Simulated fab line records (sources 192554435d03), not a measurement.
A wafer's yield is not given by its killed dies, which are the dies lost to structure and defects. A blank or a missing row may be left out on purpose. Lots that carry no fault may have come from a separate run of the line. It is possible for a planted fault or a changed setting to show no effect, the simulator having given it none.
The tool behind it: which one? -- flow n5 finfet -- 12 lots, 36 wafers sampled, at 2 steps of a route of 1938

== WHAT THE GAUGES SHOWED, per wafer ==
N5_WELL_APT_OVL_MEAS_09.
lot,measured,on,NWELL_OVL (nm)
L075,day 1 19:43,overlay-01,5 3 3
L077,day 2 07:46,overlay-02,3 1 2
L079,day 2 19:45,overlay-01,-2 7 3
L081,day 3 07:43,overlay-01,7 3 1
L083,day 3 19:43,overlay-01,8 10 -1
L085,day 4 07:35,overlay-01,3 -6 2
L087,day 4 19:35,overlay-02,-1 -8 -2
L089,day 5 07:47,overlay-01,11 14 2
L091,day 5 19:43,overlay-02,7 11 5
L093,day 6 07:35,overlay-02,4 8 3
L095,day 6 19:59,overlay-02,1 -3 0
L097,day 7 08:01,overlay-02,3 1 3

== TOOL THAT RAN EACH LOT (tool first, then ch and the chambers of the sampled wafers, then the start) ==
lot,N5_ZERO_LAYER_DESCUM_16
L075,"rie diel-04 ch 0,1, day 1 18:49"
L077,"rie diel-06 ch 0,3, day 2 06:42"
L079,"rie diel-04 ch 0,1,3, day 2 18:49"
L081,"rie diel-06 ch 0,3, day 3 06:48"
L083,"rie diel-06 ch 1,2,3, day 3 18:48"
L085,"rie diel-06 ch 1,2,3, day 4 06:41"
L087,"rie diel-04 ch 0,3, day 4 18:41"
L089,"rie diel-06 ch 0,2,3, day 5 06:48"
L091,"rie diel-02 ch 0,1,3, day 5 18:48"
L093,"rie diel-02 ch 1,2, day 6 06:41"
L095,"rie diel-04 ch 0,1,3, day 6 18:50"
L097,"rie diel-06 ch 0,1,2, day 7 06:43"
- N5_ZERO_LAYER_DESCUM_16: chemistry O2, time 7.9 s.

== THE ANSWER, worked out from the rows above alone ==
Rule: what is usual is taken from the lots themselves. Put in order of their means at a reading, lots are off if they are a third of the lots or fewer, leave a main group of 4 or more, and stand apart from it by a gap of 3 or more times the standard deviation of the main group's means; of several such gaps the widest counts. A main group whose means are all the same, to the digits that the tables above print for the reading, isn't used. Also off: a lot with no number at a reading for which 4 or more lots have one. The other lots that the step has rows for count as sound.
Across all readings shown, no lot is off: no conclusion can be drawn from this.

== WHAT THE SIMULATOR PUT IN ==
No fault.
